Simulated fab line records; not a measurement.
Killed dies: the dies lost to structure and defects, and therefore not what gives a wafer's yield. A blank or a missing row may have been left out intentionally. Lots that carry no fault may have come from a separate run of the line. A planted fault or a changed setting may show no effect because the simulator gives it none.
fab line records	flow n5Finfet	part 2 of 2: steps 4 to 6 of 6
record: lots: 21	wafers: 63	lastDay: 19
route steps=1938 shown BEOL_M8@1333
lots with no fault: from the same line, run without faults
startH: hours from the record's first day to the start of the lot's first wafer shown	waitH: how many hours have passed since the lot's step before this one	" unchanged from the row above	L1.1+2: a row that stands for several wafers	- no value, or no start was given	* or withheld: withheld	< > ~ a bound
route shown NAME@n: names a module that has steps shown in the file, with the first one's number in the route	usual: the fault-free wafers' mean and standard deviation	same: alike in all rows	chamber/n: place in a boat	sites: the reading at each site	_std_site: their standard deviation	_edge_site: mean of outer sites minus mean of inner sites	radiusMm: how far each site lies from the wafer's centre	mask NAME#n: copy n	behind: the most recent tool/chamber to have shaped the wafer	hold: reason for holding the lot/hours on hold/outcome of the hold	device: the transistor (n, p or np) that didn't switch	end of line: tests run on the same wafers once the route is complete	step lacking rows: just its recipe	killed: not the wafer's yield, but the dies lost to structure and defects at the first sort	map: per-die view of a wafer (x killed, . not killed, _ where there is no die)
set.NAME: the run value of the setting; set.NAME@STEP: its run value at that earlier step	model.NAME: the simulator's own value behind a step, which no gauge read
one table for each step of the route and one row for each wafer, over a sample of lots
services: when a tool's chamber went out of use (startH, in hours from the record's first day, below 0 if earlier), for how many hours, and the reason
== steps ==
step: N5_BEOL_M8_TRENCH_ETCH_37
recipe: chemistry: C4F6/O2	targetDepthA: 934.78	target: SiCOH_lowk	timeS: 31.2	ionEnergyEv: 250	pressureMtorr: 30	sourceW: 345	biasW: 185	Ar_flow_sccm: 300	C4F6_flow_sccm: 10	O2_flow_sccm: 10
usual: O2_flow_sccm: 10.00/0.03	drypumpMotorCurrentA: 5.8/0.43	mfcArSccm: 299.9/0.81	oesProductAu: 0.80/0.085	rfVppV: 675/20	showerheadPlenumPTorr: 2.87/0.081	throttleValvePct: 20.96/0.22
same: timeS: 31.2
lot.wafer	tool	chamber	startH	waitH	O2_flow_sccm	drypumpMotorCurrentA	mfcArSccm	oesProductAu	rfHoursCounterH	rfVppV	showerheadPlenumPTorr	throttleValvePct
L075.1	rieDiel-05	2	-	-	10.00	6.6	300.6	0.84	62	663	2.78	21.09
L075.2	"	1	"	"	9.99	5.9	299.6	0.83	70	672	2.75	20.83
L075.6	"	0	"	"	9.97	5.7	300.0	0.71	-	657	2.91	20.83
L074.4	rieDiel-02	0	-	-	10.02	6.3	299.6	0.86	61	675	2.96	20.64
L074.5	"	0	"	"	10.06	6.3	300.3	0.87	-	672	2.96	20.62
L074.6	"	3	"	"	9.99	5.7	299.0	0.69	-	680	2.71	21.28
L076.3	rieDiel-02	2	-	-	9.97	5.5	299.9	0.79	117	649	2.95	20.86
L076.4	"	2	"	"	10.00	5.5	300.2	0.80	-	648	2.95	20.85
L076.6	"	3	"	"	10.01	5.6	299.1	0.69	-	680	2.71	21.29
L079.1	rieDiel-05	2	-	-	10.01	6.6	300.3	0.83	76	662	2.77	21.11
L079.3	"	0	"	"	9.98	5.7	300.5	0.70	232	658	2.90	20.85
L079.4	"	1	"	"	9.96	5.9	300.4	0.82	84	670	2.75	20.85
L078.2	rieDiel-03	3	-	-	9.99	5.9	299.5	0.86	37	682	2.90	21.09
L078.3	"	2	"	"	10.02	5.2	298.3	0.86	48	648	2.90	20.72
L078.6	"	0	"	"	10.00	5.5	300.0	0.69	-	716	2.84	21.26
L083.2	rieDiel-03	0	-	-	9.97	5.5	300.5	0.69	220	716	2.83	21.29
L083.5	"	1	"	"	10.01	5.5	299.9	0.91	-	687	2.91	20.93
L083.6	"	2	"	"	10.03	5.2	298.7	0.84	-	648	2.89	20.71
L084.1	rieDiel-03	1	-	-	10.02	5.5	300.9	0.90	25	686	2.91	20.93
L084.3	"	0	"	"	9.99	5.5	299.5	0.68	224	715	2.83	21.31
L084.6	"	2	"	"	10.04	5.2	299.3	0.84	-	647	2.89	20.72
L082.1	rieDiel-05	3	-	-	9.97	5.4	300.1	0.68	247	703	2.95	21.30
L082.3	"	2	"	"	10.02	6.6	299.5	0.80	91	663	2.77	21.12
L082.4	"	0	"	"	10.03	5.7	298.6	0.69	245	657	2.90	20.87
L085.2	rieDiel-03	2	-	-	9.99	5.2	299.9	0.84	63	647	2.89	20.72
L085.4	"	1	"	"	10.03	5.5	298.8	0.90	25	686	2.91	20.93
L085.5	"	1	"	"	10.00	5.5	299.7	0.90	-	688	2.91	20.95
L086.1	rieDiel-05	3	-	-	10.04	5.4	299.4	0.67	249	703	2.95	21.33
L086.2	"	1	"	"	10.00	5.9	298.8	0.80	98	672	2.74	20.87
L086.3	"	2	"	"	10.03	6.6	299.4	0.81	92	661	2.77	21.12
L087.1	rieDiel-03	3	-	-	10.05	5.9	299.6	0.84	55	683	2.90	21.11
L087.4	"	2	"	"	9.97	5.2	301.7	0.84	65	649	2.89	20.72
L087.5	"	3	"	"	9.95	5.9	299.1	0.84	-	683	2.89	21.12
L088.1	rieDiel-05	0	-	-	9.96	5.7	300.8	0.69	253	656	2.89	20.89
L088.4	"	1	"	"	10.10	5.9	299.8	0.80	-	671	2.74	20.87
L088.5	"	0	"	"	9.99	5.7	298.4	0.69	-	657	2.90	20.89
L090.2	rieDiel-05	1	-	-	10.01	5.9	299.9	0.80	106	672	2.74	20.88
L090.3	"	2	"	"	9.98	6.6	299.0	0.80	100	661	2.76	21.15
L090.6	"	0	"	"	10.01	5.7	301.5	0.68	-	656	2.89	20.89
L089.1	rieDiel-02	1	-	-	10.04	5.4	300.4	0.81	103	665	2.85	20.61
L089.3	"	0	"	"	9.98	6.3	299.7	0.81	99	670	2.94	20.70
L089.6	"	2	"	"	10.01	5.5	299.3	0.78	-	647	2.94	20.90
L091.4	rieDiel-05	2	-	-	9.99	6.6	300.4	0.79	-	660	2.76	21.15
L091.5	"	1	"	"	10.01	5.9	299.2	0.80	-	671	2.74	20.87
L091.6	"	3	"	"	9.99	5.4	299.2	0.99	-	702	2.94	20.93
L093.2	rieDiel-02	0	-	-	9.99	6.3	300.5	0.82	107	671	2.94	20.71
L093.4	"	1	"	"	9.95	5.4	300.3	0.79	-	665	2.85	20.63
L093.6	"	3	"	"	9.97	5.6	300.6	0.97	-	691	3.04	20.94
L092.1	rieDiel-02	3	-	-	9.98	5.7	299.3	0.97	4	689	3.04	20.98
L092.3	"	1	"	"	9.98	5.4	299.5	0.79	111	666	2.85	20.63
L092.6	"	1	"	"	10.00	5.4	300.7	0.79	-	665	2.85	20.65
L097.2	rieDiel-03	1	-	-	9.97	5.5	298.9	0.87	44	686	2.90	20.96
L097.4	"	2	"	"	10.00	5.2	299.8	0.82	84	648	2.88	20.75
L097.6	"	3	"	"	10.01	5.9	299.1	0.83	-	683	2.89	21.13
L094.4	rieDiel-03	0	-	-	10.01	5.5	300.8	0.66	244	714	2.82	21.32
L094.5	"	2	"	"	10.01	5.2	299.6	0.80	-	647	2.88	20.75
L094.6	"	1	"	"	9.99	5.5	301.1	0.85	-	686	2.90	20.96
L095.1	rieDiel-05	3	-	-	9.98	5.4	300.1	0.94	13	702	2.94	20.94
L095.2	"	2	"	"	10.02	6.6	301.6	0.78	115	661	2.76	21.15
L095.4	"	0	"	"	9.96	5.7	301.0	1.00	3	656	2.89	20.56
L096.2	rieDiel-05	3	-	-	10.05	5.4	299.1	0.93	14	703	2.94	20.96
L096.5	"	1	"	"	9.99	5.9	299.9	0.79	-	670	2.73	20.92
L096.6	"	0	"	"	9.98	5.7	299.9	1.00	-	656	2.89	20.56
step: N5_BEOL_M8_STRIP_80
recipe: chemistry: N2/H2	timeS: 10	powerW: 450	tempC: 40	pressureMtorr: 20	rfFrequencyHz: 6e+07	biasPowerW: 7	n2FlowSccm: 200	h2FlowSccm: 200
usual: drypumpMotorCurrentA: 5.8/0.43	oesProductAu: 0.81/0.088	rfVppV: 59.2/0.88	showerheadPlenumPTorr: 2.56/0.081	throttleValvePct: 23.72/0.27
same: timeS: 10
lot.wafer	tool	chamber	startH	waitH	drypumpMotorCurrentA	oesProductAu	rfHoursCounterH	rfVppV	showerheadPlenumPTorr	throttleValvePct
L075.1	rieDiel-05	2	-	-	6.6	0.84	62	59.8	2.47	23.75
L075.2	"	1	"	"	5.9	0.83	70	59.1	2.46	23.69
L075.6	"	0	"	"	5.7	0.71	-	59.3	2.64	23.94
L074.4	rieDiel-02	0	-	-	6.2	0.85	61	59.2	2.67	23.21
L074.5	"	0	"	"	6.3	0.85	-	60.1	2.67	23.21
L074.6	"	3	"	"	5.6	0.69	-	59.1	2.41	24.44
L076.3	rieDiel-02	2	-	-	5.5	0.79	117	60.2	2.65	23.76
L076.4	"	2	"	"	5.5	0.79	-	59.7	2.65	23.78
L076.6	"	3	"	"	5.6	0.70	-	58.9	2.41	24.44
L079.1	rieDiel-05	2	-	-	6.6	0.83	76	58.4	2.46	23.77
L079.3	"	0	"	"	5.7	0.68	232	58.5	2.63	23.95
L079.4	"	1	"	"	5.9	0.80	84	58.8	2.45	23.71
L078.2	rieDiel-03	3	-	-	5.9	0.88	37	60.5	2.58	23.75
L078.3	"	2	"	"	5.2	0.86	48	59.5	2.58	23.22
L078.6	"	0	"	"	5.5	0.70	-	58.9	2.50	23.94
L083.2	rieDiel-03	0	-	-	5.5	0.68	220	58.5	2.50	23.96
L083.5	"	1	"	"	5.5	0.93	-	59.1	2.60	23.70
L083.6	"	2	"	"	5.2	0.83	-	58.3	2.58	23.21
L084.1	rieDiel-03	1	-	-	5.5	0.91	25	59.7	2.60	23.70
L084.3	"	0	"	"	5.5	0.68	224	59.0	2.50	23.97
L084.6	"	2	"	"	5.2	0.83	-	60.4	2.58	23.23
L082.1	rieDiel-05	3	-	-	5.4	0.69	247	60.8	2.62	23.86
L082.3	"	2	"	"	6.6	0.80	91	57.6	2.45	23.76
L082.4	"	0	"	"	5.7	0.68	245	60.3	2.63	24.00
L085.2	rieDiel-03	2	-	-	5.2	0.83	63	58.5	2.58	23.23
L085.4	"	1	"	"	5.4	0.93	25	60.1	2.60	23.69
L085.5	"	1	"	"	5.5	0.92	-	59.1	2.60	23.69
L086.1	rieDiel-05	3	-	-	5.4	0.68	249	59.0	2.62	23.86
L086.2	"	1	"	"	5.9	0.79	98	59.4	2.45	23.73
L086.3	"	2	"	"	6.6	0.81	92	58.7	2.45	23.79
L087.1	rieDiel-03	3	-	-	5.9	0.86	56	58.9	2.58	23.75
L087.4	"	2	"	"	5.2	0.84	65	59.5	2.58	23.23
L087.5	"	3	"	"	5.9	0.85	-	58.5	2.58	23.77
L088.1	rieDiel-05	0	-	-	5.6	0.67	253	59.1	2.62	23.99
L088.4	"	1	"	"	5.9	0.79	-	60.2	2.44	23.73
L088.5	"	0	"	"	5.7	0.67	-	58.1	2.62	23.97
L090.2	rieDiel-05	1	-	-	5.9	0.79	106	59.4	2.44	23.75
L090.3	"	2	"	"	6.6	0.81	100	59.0	2.45	23.78
L090.6	"	0	"	"	5.7	0.67	-	58.5	2.62	23.98
L089.1	rieDiel-02	1	-	-	5.4	0.80	103	57.6	2.56	23.62
L089.3	"	0	"	"	6.3	0.82	99	57.7	2.65	23.26
L089.6	"	2	"	"	5.5	0.76	-	60.5	2.64	23.84
L091.4	rieDiel-05	2	-	-	6.6	0.79	-	58.7	2.45	23.80
L091.5	"	1	"	"	5.9	0.79	-	59.1	2.44	23.74
L091.6	"	3	"	"	5.4	1.00	-	60.3	2.62	23.42
L093.2	rieDiel-02	0	-	-	6.3	0.81	107	58.8	2.65	23.27
L093.4	"	1	"	"	5.4	0.80	-	58.7	2.56	23.63
L093.6	"	3	"	"	5.7	0.97	-	60.1	2.72	24.13
L092.1	rieDiel-02	3	-	-	5.7	0.96	4	59.7	2.72	24.12
L092.3	"	1	"	"	5.4	0.80	111	58.4	2.56	23.62
L092.6	"	1	"	"	5.4	0.79	-	56.9	2.56	23.63
L097.2	rieDiel-03	1	-	-	5.4	0.88	44	59.5	2.59	23.73
L097.4	"	2	"	"	5.2	0.81	84	59.8	2.57	23.27
L097.6	"	3	"	"	5.9	0.85	-	59.0	2.57	23.77
L094.4	rieDiel-03	0	-	-	5.5	0.67	244	59.4	2.49	23.99
L094.5	"	2	"	"	5.2	0.81	-	58.2	2.57	23.25
L094.6	"	1	"	"	5.4	0.88	-	58.0	2.59	23.74
L095.1	rieDiel-05	3	-	-	5.4	0.96	13	59.6	2.61	23.42
L095.2	"	2	"	"	6.6	0.78	115	60.6	2.44	23.82
L095.4	"	0	"	"	5.7	0.98	3	59.9	2.62	23.76
L096.2	rieDiel-05	3	-	-	5.4	0.95	14	59.6	2.61	23.45
L096.5	"	1	"	"	5.9	0.78	-	57.6	2.44	23.78
L096.6	"	0	"	"	5.7	0.97	-	60.0	2.62	23.77
step: N5_BEOL_M8_CD_MEAS_35
recipe: targetCdNm: 40	polarity: opening
usual: cdNm: 39.8/0.81
lot.wafer	tool	chamber	startH	waitH	cdNm
L075.1	cdSem-01	-	230.08	0.0	40.8
L075.2	"	-	"	"	39.8
L075.6	"	-	"	"	40.9
L074.4	cdSem-03	-	240.65	0.0	40.4
L074.5	"	-	"	"	41.7
L074.6	"	-	"	"	39.9
L076.3	cdSem-01	-	244.64	0.0	41.5
L076.4	"	-	"	"	40.6
L076.6	"	-	"	"	40.6
L079.1	cdSem-02	-	262.04	0.0	39.8
L079.3	"	-	"	"	40.1
L079.4	"	-	"	"	39.9
L078.2	cdSem-02	-	265.61	0.0	39.3
L078.3	"	-	"	"	38.3
L078.6	"	-	"	"	37.9
L083.2	cdSem-01	-	295.65	0.0	39.1
L083.5	"	-	"	"	39.2
L083.6	"	-	"	"	40.0
L084.1	cdSem-03	-	306.14	0.0	39.9
L084.3	"	-	"	"	39.8
L084.6	"	-	"	"	40.0
L082.1	cdSem-01	-	306.23	0.0	39.4
L082.3	"	-	"	"	38.5
L082.4	"	-	"	"	39.0
L085.2	cdSem-03	-	306.54	0.0	38.7
L085.4	"	-	"	"	40.0
L085.5	"	-	"	"	39.1
L086.1	cdSem-01	-	309.24	0.0	39.6
L086.2	"	-	"	"	39.6
L086.3	"	-	"	"	39.1
L087.1	cdSem-03	-	313.04	0.0	41.4
L087.4	"	-	"	"	40.2
L087.5	"	-	"	"	40.3
L088.1	cdSem-02	-	327.37	0.0	40.1
L088.4	"	-	"	"	39.5
L088.5	"	-	"	"	39.9
L090.2	cdSem-03	-	334.17	0.0	39.0
L090.3	"	-	"	"	39.3
L090.6	"	-	"	"	38.6
L089.1	cdSem-01	-	334.45	0.0	40.0
L089.3	"	-	"	"	39.4
L089.6	"	-	"	"	40.7
L091.4	cdSem-03	-	337.96	0.0	39.9
L091.5	"	-	"	"	39.4
L091.6	"	-	"	"	41.6
L093.2	cdSem-03	-	347.57	0.0	38.9
L093.4	"	-	"	"	40.5
L093.6	"	-	"	"	39.2
L092.1	cdSem-02	-	349.10	0.0	41.3
L092.3	"	-	"	"	40.0
L092.6	"	-	"	"	40.8
L097.2	cdSem-03	-	358.66	0.0	39.6
L097.4	"	-	"	"	40.2
L097.6	"	-	"	"	40.5
L094.4	cdSem-01	-	365.18	0.0	38.9
L094.5	"	-	"	"	38.7
L094.6	"	-	"	"	39.7
L095.1	cdSem-01	-	370.06	0.0	39.7
L095.2	"	-	"	"	40.4
L095.4	"	-	"	"	41.7
L096.2	cdSem-03	-	375.53	0.0	41.1
L096.5	"	-	"	"	39.6
L096.6	"	-	"	"	40.3
== services ==
tool	chamber	startH	hours	kind
rieDiel-03	1	217.54	1.5	repair
rieDiel-03	1	219.15	-	clean
rieDiel-03	1	219.15	-	consumableReplace:focusRing
rieDiel-03	-	232.52	14.6	pm
rieDiel-02	1	243.33	2.4	repair
rieDiel-03	-	251.20	0.3	repair
uvCure-03	-	266.87	3.1	repair
uvCure-01	-	293.28	6.0	pm
rieDiel-05	3	293.58	5.8	repair
rieDiel-03	-	299.69	0.3	repair
uvCure-03	-	304.21	7.5	pm
rieDiel-05	3	316.44	-	clean
rieDiel-05	3	316.44	-	consumableReplace:focusRing
rieDiel-05	3	316.44	19.1	scheduledDown
rieDiel-05	3	316.44	19.1	ventCycle
rieDiel-02	3	318.66	-	clean
rieDiel-05	0	335.62	-	clean
rieDiel-05	0	335.62	-	consumableReplace:focusRing
rieDiel-05	0	335.62	25.1	scheduledDown
rieDiel-05	0	335.62	25.1	ventCycle
rieDiel-02	2	340.01	10.3	repair
uvCure-01	-	340.77	2.1	pm
rieDiel-05	3	359.97	5.1	repair
uvCure-02	-	369.09	8.7	repair
